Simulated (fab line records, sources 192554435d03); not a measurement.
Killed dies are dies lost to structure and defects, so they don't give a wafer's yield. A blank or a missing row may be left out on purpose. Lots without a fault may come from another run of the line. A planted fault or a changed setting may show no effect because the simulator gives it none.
Split-lot experiment | flow n5_finfet | 7 lots, 20 wafers read, on a route of 1938 steps

THE SPLIT
At N5_BEOL_M2_SPUTTER_86 (material Cu, target thk 4.5 nm, time 8.29 s), the setting time_s was moved away from the recipe's 8.29 s on 4 of the 20 wafers read, by -8.6% to +13.7%. The other wafers ran this setting at the recipe's value.

The reading is taken at the split's own step.

THE READING
Cu_of_BEOL_M2_SPUTTER_86.thk_nm (the simulator's own value, which no gauge read), in nm, at N5_BEOL_M2_SPUTTER_86 (material Cu, target thk 4.5 nm, time 8.29 s). The file gives no usual value for it. The 16 wafers here that ran the recipe average 4.4 nm, standard deviation 0.078 nm.

wafer  | tool, chamber at the split | time_s as run, s | against the recipe | Cu_of_BEOL_M2_SPUTTER_86.thk_nm, nm | against lot-mates on the recipe
L074.4 | pvd_sputter-03, -          | 9.426            | +13.7%             | 4.8                                 | +0.4
L074.5 | pvd_sputter-03, -          | 9.426            | +13.7%             | 5                                   | +0.6
L074.6 | pvd_sputter-03, -          | 8.29             | recipe             | 4.4                                 | -
L075.2 | pvd_sputter-01, -          | 8.29             | recipe             | 4.4                                 | -
L075.3 | pvd_sputter-01, -          | 8.29             | recipe             | 4.4                                 | -
L075.6 | pvd_sputter-01, -          | 8.29             | recipe             | 4.4                                 | -
L076.3 | pvd_sputter-01, -          | 7.605            | -8.3%              | 4.2                                 | -0.2
L076.5 | pvd_sputter-01, -          | 8.29             | recipe             | 4.4                                 | -
L080.1 | pvd_sputter-02, -          | 8.29             | recipe             | 4.4                                 | -
L080.5 | pvd_sputter-02, -          | 8.29             | recipe             | 4.4                                 | -
L080.6 | pvd_sputter-02, -          | 8.29             | recipe             | 4.4                                 | -
L085.3 | pvd_sputter-01, -          | 8.29             | recipe             | 4.4                                 | -
L085.4 | pvd_sputter-01, -          | 8.29             | recipe             | 4.6                                 | -
L085.5 | pvd_sputter-01, -          | 8.29             | recipe             | 4.6                                 | -
L086.1 | pvd_sputter-02, -          | 8.29             | recipe             | 4.4                                 | -
L086.2 | pvd_sputter-02, -          | 8.29             | recipe             | 4.4                                 | -
L086.5 | pvd_sputter-02, -          | 8.29             | recipe             | 4.4                                 | -
L097.3 | pvd_sputter-02, -          | 7.581            | -8.6%              | 4.2                                 | -0.3
L097.5 | pvd_sputter-02, -          | 8.29             | recipe             | 4.6                                 | -
L097.6 | pvd_sputter-02, -          | 8.29             | recipe             | 4.4                                 | -

THE FIT
A straight line over all 20 wafers: Cu_of_BEOL_M2_SPUTTER_86.thk_nm changes by +0.0321 nm for each +1% of time_s; r = +0.90; the points scatter about the line by 0.082 nm.
The same after taking each lot's own level away (the mean of its wafers on the recipe; 20 wafers): +0.0345 nm for each +1%; r = +0.94; scatter 0.064 nm.
On that fit, the largest move of time_s shifts the reading by 0.47 nm.
The lots' own levels span 4.40 to 4.53 nm, that is 1.7 times the standard deviation above.
So the lot-to-lot level changes the slope little: the two slopes agree.
Check: with one of the wafers moved furthest among these (+13.7%) left out of the fit, the line predicts +0.531 nm for it against its lot-mates. It came out at +0.4 nm against them.

OTHER SPLITS ON THESE WAFERS
These wafers also went through other splits before the reading. Each is held against what the fit with the lots' levels taken away leaves over:
other split on the same wafers | wafers away from the commonest value | r with Cu_of_BEOL_M2_SPUTTER_86.thk_nm (lot level and that fit taken away)
N5_BEOL_M1_COAT_62 spin_rpm    | 5                                    | -0.17

THE FILE'S OWN FIT
Cu_of_BEOL_M2_SPUTTER_86.thk_nm changes by +0.0341 nm for each +1% of time_s, r = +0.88.
